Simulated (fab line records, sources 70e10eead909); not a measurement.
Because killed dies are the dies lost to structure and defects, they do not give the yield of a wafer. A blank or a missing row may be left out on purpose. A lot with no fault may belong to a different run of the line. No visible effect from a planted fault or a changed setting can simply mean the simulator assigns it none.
fab line records	flow nand_harc
record: lots: 24	wafers: 72	last_day: 33
route steps=1302 shown P_M1@311 P_BONDPAD@367 A_START@389 A_ZERO_WELL@403
lots that met no fault: taken from a fault-free run of the same line
start_h: hours from the record's opening day to when the first of the lot's shown wafers began	wait_h: hours elapsed since this lot's preceding step	" identical to the entry in the row above	L1.1+2: several wafers, shown together as one row	- no value, or no start given	* or withheld: withheld	< > ~ a bound
route shown NAME@n: NAME is a module with steps in the file, n the number in the route of the first one	usual: mean and standard deviation over wafers with no fault	same: alike in all rows	chamber/n: place in a boat	sites: readings site by site	_std_site: their standard deviation	_edge_site: outer sites' mean less inner sites'	radius_mm: for every site, how far away it sits from the centre of the wafer	mask NAME#n: copy n	behind: tool/chamber where the wafer was last shaped	hold: cause of the lot's hold/its duration in hours/its outcome	device: the transistor (n, p or np) that didn't switch	end of line: the route-end tests of the same wafers	a step without rows: its recipe alone	killed: dies lost to structure and defects at the first sort, not the wafer's yield	map: a wafer's dies, marking killed ones x, the rest . and places with no die _
set.NAME: setting as actually run; set.NAME@STEP: the setting as run at that earlier step	model.NAME: the simulator's own value behind a step, which no gauge read
the route's steps for a sample of lots (tables are steps, rows are wafers)
services: from which hour (start_h, from the record's first day; less than 0 if before it) a tool's chamber was out of use, for how many hours, and why
== steps ==
step: NHARC_P_M1_CMP_23
recipe: t_overpolish_s: 20	target_thk_nm: 157.82
usual: motor_current_A: 12.1/0.93	time_to_endpoint_s: 28/4.2
same: t_overpolish_s: 20
lot.wafer	tool	chamber	start_h	wait_h	motor_current_A	time_to_endpoint_s
L074.1	cmp-01	0	134.50	-	11.3	26
L074.5	"	1	"	"	12.4	25
L074.6	"	2	"	"	12.4	23
L075.1	cmp-01	3	141.79	-	12.1	34
L075.4	"	0	"	"	10.8	28
L075.5	"	2	"	"	12.5	24
L076.4	cmp-03	3	147.15	-	11.4	26
L076.3	"	1	"	"	10.4	22
L076.6	"	2	"	"	12.5	32
L077.4	cmp-01	2	165.67	-	12.9	27
L077.5	"	2	"	"	13.2	24
L077.6	"	3	"	"	11.5	32
L078.1	cmp-03	0	167.59	-	11.6	29
L078.3	"	1	"	"	10.9	22
L078.6	"	3	"	"	11.6	25
L079.3	cmp-01	3	180.54	-	12.0	34
L079.4	"	0	"	"	10.4	28
L079.5	"	2	"	"	12.4	22
L081.1	cmp-02	3	196.22	-	11.0	29
L081.4	"	1	"	"	12.2	29
L081.6	"	0	"	"	14.5	22
L080.3	cmp-02	2	197.61	-	14.0	34
L080.4	"	3	"	"	11.6	32
L080.5	"	2	"	"	13.4	33
L082.1	cmp-02	1	209.53	-	12.3	32
L082.3	"	2	"	"	13.7	33
L082.5	"	3	"	"	11.3	32
L083.2	cmp-02	1	225.83	-	13.1	26
L083.1	"	0	"	"	13.9	21
L083.6	"	2	"	"	13.3	31
L084.1	cmp-01	2	234.29	-	12.3	23
L084.5	"	2	"	"	12.0	23
L084.6	"	3	"	"	12.0	31
L085.3	cmp-03	3	247.26	-	11.9	31
L085.6	"	0	"	"	11.8	34
L085.5	"	1	"	"	10.9	26
L087.1	cmp-03	0	255.30	-	11.7	31
L087.6	"	2	"	"	12.1	30
L087.5	"	3	"	"	12.1	27
L086.2	cmp-03	1	256.16	-	11.6	26
L086.4	"	2	"	"	12.1	34
L086.6	"	1	"	"	10.6	25
L088.3	cmp-03	1	274.68	-	10.7	26
L088.1	"	3	"	"	12.2	31
L088.6	"	2	"	"	11.7	31
L089.2	cmp-01	3	275.38	-	11.6	30
L089.3	"	2	"	"	11.9	21
L089.5	"	3	"	"	11.0	30
L090.3	cmp-01	1	289.53	-	12.5	24
L090.4	"	2	"	"	12.2	25
L090.2	"	3	"	"	12.9	30
L091.2	cmp-03	0	299.92	-	11.6	33
L091.5	"	0	"	"	11.8	29
L091.6	"	1	"	"	11.2	22
L092.2	cmp-02	3	305.03	-	12.4	33
L092.1	"	0	"	"	14.5	24
L092.5	"	0	"	"	14.3	26
L093.4	cmp-03	1	316.89	-	11.2	21
L093.2	"	3	"	"	11.6	25
L093.5	"	2	"	"	12.8	31
L094.3	cmp-02	0	324.55	-	14.3	22
L094.4	"	1	"	"	13.0	30
L094.6	"	1	"	"	12.6	31
L095.3	cmp-01	0	339.85	-	11.4	28
L095.6	"	0	"	"	11.4	26
L095.5	"	1	"	"	12.9	21
L096.1	cmp-01	0	348.52	-	10.8	25
L096.2	"	1	"	"	12.4	23
L096.5	"	0	"	"	11.3	28
L097.3	cmp-03	1	354.78	-	11.3	23
L097.4	"	3	"	"	11.9	26
L097.5	"	0	"	"	11.7	31
step: NHARC_P_BONDPAD_DESCUM_11
recipe: time_s: 3	o2_flow_sccm: 200	ar_flow_sccm: 0	bias_power_w: 0	chemistry: O2
usual: drypump_motor_current_A: 5.7/0.32	oes_product_au: 1.000/0.012	rf_vpp_V: 57.9/0.84	showerhead_plenum_p_Torr: 1.94/0.064	throttle_valve_pct: 11.311/0.0085
lot.wafer	tool	chamber	start_h	wait_h	drypump_motor_current_A	oes_product_au	rf_hours_counter_h	rf_vpp_V	showerhead_plenum_p_Torr	throttle_valve_pct
L074.1	rie_diel-05	1	141.07	-	5.8	0.991	3.0	57.9	1.98	11.317
L074.6	"	1	"	"	5.8	0.996	-	58.7	1.98	11.317
L074.5	"	2	"	"	5.9	1.014	-	59.4	2.02	11.314
L075.1	rie_diel-05	3	148.38	-	5.4	1.007	4.4	58.4	1.89	11.319
L075.4	"	1	"	"	5.8	0.988	3.6	58.1	1.98	11.316
L075.5	"	3	"	"	5.4	0.998	-	57.2	1.89	11.313
L076.3	rie_diel-12	0	153.82	-	5.7	1.004	2.4	57.0	1.85	11.314
L076.4	"	1	"	"	5.2	0.985	-	57.3	1.83	11.308
L076.6	"	2	"	"	5.1	1.018	-	57.6	1.92	11.303
L077.4	rie_diel-07	3	172.20	-	5.9	0.999	1.2	56.8	1.94	11.308
L077.6	"	2	"	"	6.1	1.009	-	58.9	1.99	11.318
L077.5	"	3	"	"	5.9	0.997	-	57.2	1.94	11.307
L078.3	rie_diel-05	0	174.04	-	5.7	1.000	6.3	56.8	2.00	11.309
L078.1	"	1	"	"	5.8	0.986	5.3	57.3	1.98	11.321
L078.6	"	0	"	"	5.7	1.002	-	58.1	2.00	11.302
L079.3	rie_diel-07	3	187.53	-	5.9	1.007	1.4	59.0	1.94	11.317
L079.4	"	2	"	"	6.1	0.998	1.6	58.8	1.99	11.303
L079.5	"	3	"	"	5.9	1.015	-	58.3	1.94	11.306
L081.1	rie_diel-05	0	202.84	-	5.7	1.013	7.7	58.3	2.00	11.319
L081.4	"	1	"	"	5.8	1.001	6.9	58.3	1.98	11.304
L081.6	"	3	"	"	5.4	1.010	-	57.9	1.89	11.323
L080.3	rie_diel-12	2	204.12	-	5.2	1.018	6.0	59.6	1.92	11.315
L080.4	"	1	"	"	5.2	0.983	5.1	58.2	1.82	11.288
L080.5	"	2	"	"	5.2	1.014	-	57.3	1.92	11.303
L082.1	rie_diel-12	0	216.19	-	5.7	0.999	5.8	57.7	1.85	11.319
L082.3	"	3	"	"	6.0	0.998	6.4	58.6	1.98	11.310
L082.5	"	3	"	"	6.0	1.011	-	57.8	1.97	11.308
L083.1	rie_diel-12	1	232.92	-	5.2	0.989	5.3	57.8	1.82	11.298
L083.2	"	2	"	"	5.2	1.020	6.6	57.1	1.92	11.303
L083.6	"	3	"	"	6.0	0.991	-	57.6	1.98	11.307
L084.1	rie_diel-12	0	245.13	-	5.7	1.019	7.3	57.3	1.85	11.310
L084.6	"	3	"	"	6.1	1.010	-	58.1	1.97	11.302
L084.5	"	0	"	"	5.7	1.017	-	57.2	1.85	11.304
L085.3	rie_diel-05	3	254.18	-	5.4	1.003	0.8	55.3	1.89	11.316
L085.6	"	3	"	"	5.4	1.010	-	59.3	1.89	11.309
L085.5	"	2	"	"	5.9	1.018	-	58.5	2.02	11.311
L087.1	rie_diel-07	0	261.88	-	5.5	0.997	3.6	57.8	1.92	11.310
L087.5	"	2	"	"	6.1	0.988	-	58.5	1.99	11.312
L087.6	"	3	"	"	5.9	1.002	-	59.1	1.94	11.316
L086.2	rie_diel-07	3	262.51	-	5.9	1.008	3.4	56.7	1.94	11.309
L086.4	"	0	"	"	5.5	0.998	3.7	57.6	1.92	11.314
L086.6	"	3	"	"	5.9	1.006	-	57.8	1.94	11.319
L088.3	rie_diel-05	3	281.44	-	5.3	1.009	2.9	56.8	1.89	11.300
L088.1	"	0	"	"	5.7	1.025	2.6	58.4	2.00	11.309
L088.6	"	0	"	"	5.7	1.011	-	59.3	2.00	11.312
L089.2	rie_diel-12	1	282.49	-	5.2	0.986	0.1	57.5	1.82	11.321
L089.3	"	2	"	"	5.2	1.015	0.1	58.5	1.92	11.305
L089.5	"	3	"	"	6.0	0.981	-	59.2	1.97	11.289
L090.4	rie_diel-12	0	296.15	-	5.7	0.991	1.1	56.8	1.85	11.317
L090.2	"	1	"	"	5.3	0.995	1.0	57.6	1.82	11.308
L090.3	"	3	"	"	6.0	0.988	1.3	59.2	1.97	11.317
L091.2	rie_diel-12	2	306.40	-	5.2	1.009	1.6	58.5	1.92	11.306
L091.5	"	2	"	"	5.2	1.010	-	57.6	1.92	11.312
L091.6	"	3	"	"	6.1	0.986	-	57.5	1.97	11.301
L092.1	rie_diel-07	2	311.57	-	6.1	0.992	0.1	57.5	1.99	11.315
L092.2	"	3	"	"	5.9	0.986	0.1	57.6	1.94	11.308
L092.5	"	0	"	"	5.5	0.979	-	58.5	1.91	11.335
L093.2	rie_diel-12	3	323.66	-	6.0	0.994	2.3	58.2	1.97	11.300
L093.4	"	2	"	"	5.2	1.016	2.1	57.0	1.92	11.324
L093.5	"	3	"	"	6.1	0.985	-	56.5	1.97	11.312
L094.3	rie_diel-07	1	331.20	-	6.0	1.006	0.4	56.6	2.03	11.307
L094.4	"	0	"	"	5.5	0.990	0.5	56.9	1.91	11.315
L094.6	"	1	"	"	6.0	1.003	-	58.1	2.03	11.319
L095.3	rie_diel-12	0	346.55	-	5.7	0.992	3.1	57.2	1.85	11.305
L095.5	"	1	"	"	5.2	0.973	-	55.8	1.82	11.307
L095.6	"	2	"	"	5.2	0.996	-	56.5	1.92	11.309
L096.1	rie_diel-05	3	355.14	-	5.4	1.003	7.1	58.5	1.88	11.332
L096.2	"	0	"	"	5.7	1.013	6.6	57.7	2.00	11.293
L096.5	"	1	"	"	5.8	0.985	-	57.7	1.98	11.322
L097.3	rie_diel-07	1	361.15	-	6.0	1.004	1.6	57.6	2.03	11.299
L097.4	"	2	"	"	6.2	1.007	-	58.5	1.99	11.318
L097.5	"	3	"	"	5.9	1.001	-	58.6	1.94	11.320
step: NHARC_P_BONDPAD_ANNEAL_28
recipe: temp_c: 225	time_s: 90
usual: wafer_temp_C_max: 226.04/0.26
lot.wafer	tool	chamber	start_h	wait_h	wafer_temp_C_max
L074.1	rtp_anneal-02	0	142.74	-	225.87
L074.5	"	0	"	"	225.76
L074.6	"	0	"	"	226.00
L075.1	rtp_anneal-02	0	150.05	0.3	226.15
L075.4	"	0	"	"	226.01
L075.5	"	0	"	"	226.34
L076.3	rtp_anneal-01	0	155.69	-	226.34
L076.4	"	0	"	"	226.14
L076.6	"	0	"	"	226.73
L077.4	rtp_anneal-02	0	174.02	-	226.61
L077.5	"	0	"	"	226.32
L077.6	"	0	"	"	226.03
L078.1	rtp_anneal-02	0	175.72	-	226.04
L078.3	"	0	"	"	226.28
L078.6	"	0	"	"	225.86
L079.3	rtp_anneal-02	0	189.32	-	225.69
L079.4	"	0	"	"	225.61
L079.5	"	0	"	"	226.07
L081.1	rtp_anneal-02	0	204.51	-	225.91
L081.4	"	0	"	"	225.64
L081.6	"	0	"	"	226.04
L080.3	rtp_anneal-02	0	205.91	0.3	225.97
L080.4	"	0	"	"	225.84
L080.5	"	0	"	"	226.17
L082.1	rtp_anneal-01	0	217.91	-	225.69
L082.3	"	0	"	"	225.94
L082.5	"	0	"	"	225.88
L083.1	rtp_anneal-01	0	234.74	0.3	226.50
L083.2	"	0	"	"	226.16
L083.6	"	0	"	"	225.96
L084.1	rtp_anneal-02	0	247.46	0.3	225.46
L084.5	"	0	"	"	225.63
L084.6	"	0	"	"	225.76
L085.3	rtp_anneal-01	0	256.05	0.3	226.23
L085.5	"	0	"	"	226.21
L085.6	"	0	"	"	226.31
L087.1	rtp_anneal-01	0	263.56	-	225.99
L087.5	"	0	"	"	225.65
L087.6	"	0	"	"	226.60
L086.2	rtp_anneal-01	0	264.38	-	225.92
L086.4	"	0	"	"	225.92
L086.6	"	0	"	"	226.13
L088.1	rtp_anneal-02	0	283.49	-	225.84
L088.3	"	0	"	"	226.21
L088.6	"	0	"	"	225.76
L089.2	rtp_anneal-02	0	284.31	0.4	226.04
L089.3	"	0	"	"	225.81
L089.5	"	0	"	"	226.28
L090.2	rtp_anneal-02	0	297.88	-	225.88
L090.3	"	0	"	"	226.30
L090.4	"	0	"	"	226.01
L091.2	rtp_anneal-01	0	308.12	0.3	226.02
L091.5	"	0	"	"	225.69
L091.6	"	0	"	"	225.62
L092.1	rtp_anneal-02	0	313.22	-	226.30
L092.2	"	0	"	"	226.37
L092.5	"	0	"	"	226.75
L093.2	rtp_anneal-01	0	325.46	-	226.03
L093.4	"	0	"	"	226.15
L093.5	"	0	"	"	226.31
L094.3	rtp_anneal-02	0	332.98	-	226.32
L094.4	"	0	"	"	225.76
L094.6	"	0	"	"	226.38
L095.3	rtp_anneal-01	0	348.31	0.3	226.24
L095.5	"	0	"	"	225.79
L095.6	"	0	"	"	226.22
L096.1	rtp_anneal-02	0	356.79	-	225.88
L096.2	"	0	"	"	225.76
L096.5	"	0	"	"	226.05
L097.3	rtp_anneal-01	0	362.98	0.3	225.74
L097.4	"	0	"	"	226.02
L097.5	"	0	"	"	225.83
step: NHARC_P_BONDPAD_CMP_19
recipe: t_overpolish_s: 30	cu_recess_touch_s: 16	target_thk_nm: 160.81
usual: motor_current_A: 12.2/0.95	overpolish_run_s: 30.000/0.0092
same: t_overpolish_s: 30
lot.wafer	tool	chamber	start_h	wait_h	motor_current_A	overpolish_run_s
L074.1	cmp-04	0	143.17	-	11.7	30.007
L074.6	"	1	"	"	13.8	29.980
L074.5	"	2	"	"	14.3	30.007
L075.4	cmp-03	3	150.42	-	12.8	30.004
L075.1	"	1	"	"	10.7	30.004
L075.5	"	3	"	"	12.2	30.002
L076.3	cmp-03	1	155.93	-	11.1	30.001
L076.4	"	0	"	"	11.6	30.007
L076.6	"	1	"	"	11.2	29.991
L077.4	cmp-04	3	174.27	-	12.0	30.013
L077.5	"	1	"	"	12.9	29.985
L077.6	"	2	"	"	14.7	29.988
L078.3	cmp-03	1	176.10	-	11.6	30.004
L078.1	"	2	"	"	12.1	29.995
L078.6	"	1	"	"	10.6	30.013
L079.4	cmp-03	2	189.56	-	12.7	30.003
L079.3	"	1	"	"	10.5	29.999
L079.5	"	2	"	"	12.0	29.983
L081.4	cmp-03	0	204.85	-	11.5	30.018
L081.1	"	2	"	"	12.0	30.004
L081.6	"	1	"	"	11.2	29.999
L080.4	cmp-03	0	206.16	-	11.6	29.993
L080.3	"	2	"	"	12.2	30.008
L080.5	"	0	"	"	11.5	29.990
L082.3	cmp-04	2	218.26	-	15.0	30.009
L082.1	"	1	"	"	13.8	30.003
L082.5	"	3	"	"	11.9	29.995
L083.2	cmp-01	3	235.13	-	11.6	30.015
L083.1	"	0	"	"	11.6	30.019
L083.6	"	3	"	"	11.9	29.998
L084.1	cmp-03	0	247.89	-	11.4	29.997
L084.6	"	1	"	"	11.3	30.000
L084.5	"	2	"	"	12.0	30.006
L085.3	cmp-04	0	256.35	-	12.6	30.012
L085.5	"	2	"	"	13.7	30.013
L085.6	"	3	"	"	11.6	30.010
L087.1	cmp-01	2	263.94	-	12.6	30.008
L087.5	"	1	"	"	12.4	29.991
L087.6	"	2	"	"	13.4	30.011
L086.2	cmp-01	0	264.68	-	10.9	30.017
L086.4	"	3	"	"	11.9	29.996
L086.6	"	0	"	"	10.6	30.012
L088.1	cmp-04	3	283.84	-	12.0	29.997
L088.3	"	1	"	"	14.2	30.003
L088.6	"	3	"	"	11.8	30.000
L089.2	cmp-01	1	284.64	-	12.4	29.991
L089.3	"	3	"	"	12.0	30.002
L089.5	"	1	"	"	12.2	30.005
L090.2	cmp-04	0	298.17	-	11.5	30.000
L090.3	"	1	"	"	13.3	30.003
L090.4	"	3	"	"	11.6	30.006
L091.2	cmp-03	1	308.50	-	10.7	30.006
L091.5	"	2	"	"	12.0	29.990
L091.6	"	3	"	"	12.2	30.009
L092.2	cmp-01	0	313.63	-	11.4	29.980
L092.1	"	1	"	"	12.4	30.006
L092.5	"	3	"	"	11.9	29.992
L093.4	cmp-04	2	326.04	-	14.4	30.006
L093.2	"	3	"	"	11.2	30.001
L093.5	"	1	"	"	13.2	30.005
L094.4	cmp-01	0	333.22	-	11.2	29.985
L094.3	"	1	"	"	11.9	29.999
L094.6	"	1	"	"	11.8	29.999
L095.3	cmp-04	2	348.63	-	14.1	30.001
L095.5	"	3	"	"	11.5	30.005
L095.6	"	0	"	"	11.9	29.975
L096.1	cmp-01	2	357.19	-	12.3	30.004
L096.2	"	3	"	"	11.4	30.005
L096.5	"	0	"	"	11.5	29.996
L097.4	cmp-01	1	363.22	-	12.1	29.998
L097.3	"	0	"	"	11.2	29.992
L097.5	"	2	"	"	12.4	30.013
step: NHARC_A_START_INSPECT_01
usual: raw_defect_count: 3.6/1.9
lot.wafer	tool	chamber	start_h	wait_h	raw_defect_count
L074.1	defect_inspect-02	-	144.08	-	5
L074.5	"	-	"	"	3
L074.6	"	-	"	"	1
L075.1	defect_inspect-01	-	151.37	-	4
L075.4	"	-	"	"	1
L075.5	"	-	"	"	2
L076.3	defect_inspect-01	-	156.95	-	4
L076.4	"	-	"	"	6
L076.6	"	-	"	"	4
L077.4	defect_inspect-02	-	175.20	-	3
L077.5	"	-	"	"	2
L077.6	"	-	"	"	4
L078.1	defect_inspect-02	-	177.06	-	2
L078.3	"	-	"	"	3
L078.6	"	-	"	"	4
L079.3	defect_inspect-02	-	190.58	-	2
L079.4	"	-	"	"	2
L079.5	"	-	"	"	3
L081.1	defect_inspect-01	-	205.86	-	4
L081.4	"	-	"	"	2
L081.6	"	-	"	"	5
L080.3	defect_inspect-01	-	207.15	-	1
L080.4	"	-	"	"	2
L080.5	"	-	"	"	4
L082.1	defect_inspect-01	-	219.27	-	2
L082.3	"	-	"	"	5
L082.5	"	-	"	"	2
L083.1	defect_inspect-01	-	236.09	-	6
L083.2	"	-	"	"	1
L083.6	"	-	"	"	3
L084.1	defect_inspect-01	-	248.82	-	7
L084.5	"	-	"	"	5
L084.6	"	-	"	"	4
L085.3	defect_inspect-02	-	257.33	-	3
L085.5	"	-	"	"	2
L085.6	"	-	"	"	5
L087.1	defect_inspect-02	-	264.90	-	1
L087.5	"	-	"	"	2
L087.6	"	-	"	"	3
L086.2	defect_inspect-02	-	265.66	-	2
L086.4	"	-	"	"	2
L086.6	"	-	"	"	1
L088.1	defect_inspect-02	-	284.83	-	3
L088.3	"	-	"	"	8
L088.6	"	-	"	"	7
L089.2	defect_inspect-01	-	285.61	-	8
L089.3	"	-	"	"	5
L089.5	"	-	"	"	5
L090.2	defect_inspect-02	-	299.18	-	7
L090.3	"	-	"	"	4
L090.4	"	-	"	"	2
L091.2	defect_inspect-02	-	309.41	-	4
L091.5	"	-	"	"	6
L091.6	"	-	"	"	4
L092.1	defect_inspect-01	-	314.56	-	2
L092.2	"	-	"	"	3
L092.5	"	-	"	"	5
L093.2	defect_inspect-02	-	327.01	-	3
L093.4	"	-	"	"	9
L093.5	"	-	"	"	4
L094.3	defect_inspect-02	-	334.22	-	1
L094.4	"	-	"	"	4
L094.6	"	-	"	"	3
L095.3	defect_inspect-01	-	349.57	-	2
L095.5	"	-	"	"	5
L095.6	"	-	"	"	4
L096.1	defect_inspect-01	-	358.12	-	5
L096.2	"	-	"	"	2
L096.5	"	-	"	"	2
L097.3	defect_inspect-01	-	364.22	-	6
L097.4	"	-	"	"	7
L097.5	"	-	"	"	6
step: NHARC_A_ZERO_WELL_DESCUM_12
recipe: time_s: 3	o2_flow_sccm: 200	ar_flow_sccm: 0	bias_power_w: 0	chemistry: O2
usual: drypump_motor_current_A: 5.7/0.39	oes_product_au: 0.993/0.011	rf_vpp_V: 57.7/0.91	showerhead_plenum_p_Torr: 1.88/0.068	throttle_valve_pct: 11.311/0.01
lot.wafer	tool	chamber	start_h	wait_h	drypump_motor_current_A	oes_product_au	rf_hours_counter_h	rf_vpp_V	showerhead_plenum_p_Torr	throttle_valve_pct
L074.1	rie_diel-11	1	144.98	-	5.3	0.979	2	56.2	1.80	11.304
L074.5	"	2	"	"	5.6	0.989	-	56.4	1.85	11.313
L074.6	"	1	"	"	5.3	0.978	-	57.3	1.80	11.308
L075.1	rie_diel-11	2	152.37	-	5.5	0.974	2	55.5	1.85	11.308
L075.4	"	1	"	"	5.3	0.981	2	56.6	1.80	11.297
L075.5	"	3	"	"	5.8	0.999	-	58.1	2.01	11.325
L076.4	rie_diel-01	3	157.83	-	6.3	0.981	49	57.1	1.82	11.301
L076.3	"	1	"	"	5.6	1.001	43	56.6	2.01	11.320
L076.6	"	3	"	"	6.3	0.975	-	56.1	1.82	11.306
L077.4	rie_diel-06	3	176.10	-	5.9	0.987	6	57.1	1.91	11.302
L077.6	"	0	"	"	6.1	0.995	-	58.2	1.84	11.296
L077.5	"	1	"	"	4.8	0.981	-	57.9	1.88	11.297
L078.3	rie_diel-11	3	178.06	-	5.7	1.001	2	58.8	2.01	11.315
L078.1	"	2	"	"	5.5	0.996	3	58.1	1.85	11.298
L078.6	"	0	"	"	6.2	1.011	-	58.1	1.92	11.323
L079.3	rie_diel-11	2	191.58	-	5.6	0.999	3	57.9	1.85	11.301
L079.4	"	0	"	"	6.2	1.011	3	57.2	1.92	11.319
L079.5	"	2	"	"	5.6	0.988	-	57.1	1.85	11.310
L081.4	rie_diel-06	1	206.86	-	4.8	0.977	12	57.5	1.88	11.312
L081.1	"	2	"	"	5.8	1.001	11	57.7	1.85	11.319
L081.6	"	2	"	"	5.8	1.004	-	56.6	1.85	11.300
L080.3	rie_diel-11	2	208.03	-	5.5	0.994	4	59.1	1.84	11.305
L080.4	"	0	"	"	6.2	1.020	4	56.9	1.92	11.319
L080.5	"	1	"	"	5.3	0.985	-	57.1	1.80	11.320
L082.3	rie_diel-11	2	220.34	-	5.5	0.993	5	58.7	1.84	11.319
L082.1	"	3	"	"	5.8	0.993	4	58.2	2.01	11.318
L082.5	"	2	"	"	5.5	0.994	-	58.1	1.84	11.317
L083.1	rie_diel-11	3	237.10	-	5.8	0.995	4	58.1	2.01	11.316
L083.2	"	0	"	"	6.2	1.009	5	57.9	1.92	11.325
L083.6	"	2	"	"	5.5	0.995	-	57.3	1.84	11.324
L084.1	rie_diel-06	0	249.70	-	6.1	1.002	21	57.9	1.84	11.307
L084.6	"	2	"	"	5.9	0.994	-	58.3	1.84	11.319
L084.5	"	3	"	"	5.9	0.986	-	57.3	1.90	11.319
L085.3	rie_diel-06	1	258.21	-	4.8	1.001	21	58.5	1.88	11.303
L085.5	"	1	"	"	4.9	0.991	-	57.6	1.88	11.316
L085.6	"	2	"	"	5.8	0.990	-	56.7	1.84	11.310
L087.1	rie_diel-11	1	265.91	-	5.3	0.989	0	57.7	1.80	11.316
L087.5	"	1	"	"	5.3	0.984	-	58.5	1.80	11.315
L087.6	"	2	"	"	5.6	0.988	-	57.8	1.85	11.312
L086.4	rie_diel-11	3	266.66	-	5.8	0.990	0	56.7	2.01	11.320
L086.2	"	0	"	"	6.2	1.002	0	57.9	1.92	11.307
L086.6	"	0	"	"	6.1	0.987	-	56.4	1.92	11.302
L088.3	rie_diel-11	0	285.83	-	6.2	0.996	1	57.6	1.92	11.304
L088.1	"	3	"	"	5.8	0.996	1	57.7	2.01	11.325
L088.6	"	0	"	"	6.2	0.985	-	57.7	1.92	11.301
L089.2	rie_diel-06	3	286.61	-	5.9	0.992	27	58.5	1.90	11.294
L089.3	"	1	"	"	4.9	1.002	26	57.6	1.87	11.308
L089.5	"	3	"	"	5.9	0.989	-	56.6	1.90	11.298
L090.3	rie_diel-11	1	300.17	-	5.3	0.990	1	57.9	1.80	11.301
L090.2	"	2	"	"	5.6	0.996	1	56.3	1.84	11.319
L090.4	"	3	"	"	5.8	0.993	1	56.2	2.01	11.315
L091.2	rie_diel-11	0	310.43	-	6.2	1.004	1	58.0	1.92	11.290
L091.5	"	1	"	"	5.3	0.991	-	55.9	1.80	11.302
L091.6	"	2	"	"	5.5	1.001	-	57.4	1.84	11.295
L092.2	rie_diel-01	0	315.56	-	5.9	1.002	29	57.7	1.95	11.320
L092.1	"	1	"	"	5.6	1.005	35	58.7	1.99	11.322
L092.5	"	0	"	"	5.9	0.992	-	58.0	1.95	11.313
L093.2	rie_diel-11	2	328.02	-	5.6	0.991	1	57.2	1.84	11.319
L093.4	"	3	"	"	5.8	0.988	1	58.2	2.01	11.319
L093.5	"	1	"	"	5.3	0.986	-	57.5	1.80	11.326
L094.4	rie_diel-11	0	335.21	-	6.2	0.998	2	57.2	1.92	11.313
L094.3	"	2	"	"	5.6	0.988	2	57.9	1.84	11.292
L094.6	"	1	"	"	5.2	0.981	-	57.5	1.80	11.304
L095.3	rie_diel-06	0	350.60	-	6.1	0.983	-	56.5	1.83	11.324
L095.5	"	0	"	"	6.1	0.992	-	57.9	1.83	11.301
L095.6	"	3	"	"	5.9	0.970	-	59.1	1.90	11.331
L096.2	rie_diel-01	2	359.12	-	5.9	1.020	49	57.5	1.88	11.312
L096.1	"	1	"	"	5.6	1.009	51	57.8	1.98	11.301
L096.5	"	2	"	"	5.9	1.010	-	59.0	1.88	11.310
L097.4	rie_diel-11	2	365.21	-	5.5	0.973	2	59.9	1.84	11.317
L097.3	"	1	"	"	5.2	0.992	2	59.1	1.80	11.302
L097.5	"	3	"	"	5.8	0.978	-	57.9	2.01	11.304
== services ==
tool	chamber	start_h	hours	kind
cmp-03	-	118.93	0.2	repair
cmp-03	-	121.05	2.0	repair
rie_diel-11	0	123.89	9.6	repair
rie_diel-11	3	137.91	13.1	repair
rie_diel-12	-	142.05	0.9	repair
rie_diel-12	3	151.57	7.4	repair
cmp-01	-	159.35	5.9	repair
cmp-03	-	162.20	4.0	pm
cmp-03	-	171.78	0.4	repair
rie_diel-12	3	180.08	8.4	repair
cmp-01	-	194.81	4.0	pm
cmp-01	-	200.58	14.1	repair
rie_diel-12	1	209.15	14.6	repair
rie_diel-11	1	232.52	8.7	repair
rie_diel-11	-	255.52	9.0	pm
cmp-03	-	260.20	4.0	pm
rie_diel-12	-	268.40	9.0	pm
cmp-01	-	271.28	0.8	repair
cmp-01	-	280.12	0.9	repair
cmp-03	-	286.58	0.6	repair
cmp-01	-	292.81	4.0	pm
cmp-03	-	305.84	1.0	repair
rie_diel-12	1	335.99	2.9	repair
cmp-03	-	358.20	4.0	pm
== key ==
fault none
